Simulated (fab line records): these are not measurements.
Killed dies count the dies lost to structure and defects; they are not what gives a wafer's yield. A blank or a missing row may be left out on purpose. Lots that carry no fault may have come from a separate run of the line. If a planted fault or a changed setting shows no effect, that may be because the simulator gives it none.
Split-lot trial -- flow n5Finfet -- 21 wafers read from 7 lots, route of 1938 steps

SPLIT DETAILS
At N5_BEOL_M14_ETCH_68 (etches SOC in N2/H2, time 450 s), the setting timeS was moved away from the recipe's 450 s on 6 of the 21 wafers read, by -21.2% to +13.0%. For the rest of the wafers, this setting stayed at what the recipe calls for.

Reading taken at the split's own step.

THE READING
SiARC_of_BEOL_M14_COAT_66.thkNm (the simulator's own value, which no gauge read), in nm, at N5_BEOL_M14_ETCH_68 (etches SOC in N2/H2, time 450 s). The file does not state a usual value for it. The 15 wafers here that ran the recipe average 65.7 nm, standard deviation 0.97 nm.

wafer,"tool, chamber at the split","timeS as run, s",against the recipe,"SiARC_of_BEOL_M14_COAT_66.thkNm, nm",against lot-mates on the recipe
L074.1,"rieDiel-05, 0",450,recipe,65.8,-
L074.3,"rieDiel-05, 3",450,recipe,66,-
L074.5,"rieDiel-05, 1",450,recipe,66.2,-
L078.1,"rieDiel-02, 3",508.6,+13.0%,59.4,-7.6
L078.2,"rieDiel-02, 2",450,recipe,67,-
L078.5,"rieDiel-02, 3",508.6,+13.0%,59.2,-7.8
L080.1,"rieDiel-04, 3",450,recipe,66.2,-
L080.3,"rieDiel-04, 1",450,recipe,65.6,-
L080.4,"rieDiel-04, 2",450,recipe,65.2,-
L088.1,"rieDiel-04, 3",450,recipe,65.8,-
L088.2,"rieDiel-04, 0",354.6,-21.2%,76.6,+10.1
L088.3,"rieDiel-04, 2",450,recipe,67.2,-
L087.1,"rieDiel-04, 2",450,recipe,64.8,-
L087.2,"rieDiel-04, 1",450,recipe,63.4,-
L087.3,"rieDiel-04, 3",450,recipe,64.6,-
L086.1,"rieDiel-04, 2",380.6,-15.4%,73,+6.6
L086.3,"rieDiel-04, 3",450,recipe,66,-
L086.4,"rieDiel-04, 0",450,recipe,66.8,-
L096.2,"rieDiel-04, 0",450,recipe,64.8,-
L096.3,"rieDiel-04, 2",476.7,+5.9%,62.6,-2.2
L096.6,"rieDiel-04, 0",476.7,+5.9%,62.2,-2.6

FIT RESULTS
A straight line over all 21 wafers: SiARC_of_BEOL_M14_COAT_66.thkNm changes by -0.501 nm for each +1% of timeS; r = -0.97; the points scatter about the line by 0.88 nm.
The same after taking each lot's own level away (the mean of its wafers on the recipe; 21 wafers): -0.497 nm for each +1%; r = -0.99; scatter 0.64 nm.
On that fit, the largest move of timeS shifts the reading by 11 nm.
The lots' own levels span 64.27 to 67.00 nm, that is 2.8 times the standard deviation above.
So the lot-to-lot level changes the slope little: the two slopes agree.
Check: with one of the wafers moved furthest among these (-21.2%) left out of the fit, the line predicts +10.6 nm for it against its lot-mates. Against them it came out at +10.1 nm.

ADDITIONAL SPLITS CARRIED BY THESE WAFERS
Before the reading, these wafers also passed through other splits. Each is held against what the fit with the lots' levels taken away leaves over:
other split on the same wafers,wafers away from the commonest value,r with SiARC_of_BEOL_M14_COAT_66.thkNm (lot level and that fit taken away)
N5_BEOL_M12_PEB_08 pebTimeS,10,+0.21

FILE'S OWN FIT
SiARC_of_BEOL_M14_COAT_66.thkNm changes by -0.482 nm for each +1% of timeS, r = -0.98.
